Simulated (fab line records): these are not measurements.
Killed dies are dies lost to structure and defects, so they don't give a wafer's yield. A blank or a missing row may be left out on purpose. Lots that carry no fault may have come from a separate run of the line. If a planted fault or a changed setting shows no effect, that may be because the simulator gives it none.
Matching of chambers	flow n5-finfet	N5_BEOL_M12_DEP_53 on pecvd-03 has 3 sister chambers
The step deposits SiCN from 3MS/NH3, target thk 30 nm, time 10.5 s. 3 wafers are shown with their chamber, then 7 later ones without.

== WAFERS, EACH WITH ITS CHAMBER ==
wafer	chamber	showerhead-plenum-p-Torr (Torr)
L905.4	1	4.165
L904.1	2	4.137
L904.3	0	4.206

== WAFERS MISSING THEIR CHAMBER ==
wafer	showerhead-plenum-p-Torr (Torr)
L904.5	4.172
L913.3	4.163
L913.4	4.198
L913.6	4.200
L912.2	4.193
L912.3	4.197
L912.5	4.207

== EACH ONE'S CHAMBER ==
wafer	from the rows above	in truth
L904.5	1	1
L913.3	1	1
L913.4	0	0
L913.6	0	0
L912.2	can't be placed: 0 or 1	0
L912.3	0	0
L912.5	0	0
6 of 7 placed correctly. These rows do not allow placing 1 (true chamber among the candidates in 1). Placed wrongly: 0.
How it was worked out, from the rows above alone: a wafer's distance from a chamber is the root of the sum, over the readings, of the square of ((its reading less the chamber's mean) divided by the reading's scatter). The wafer belongs to the nearest chamber; if the next one is less than 2 further off, it can't be placed. The mean given for a chamber averages the wafers shown for that chamber. The scatter: root of mean squared gap, hidden wafer to nearest shown wafer, with one shown wafer a chamber.
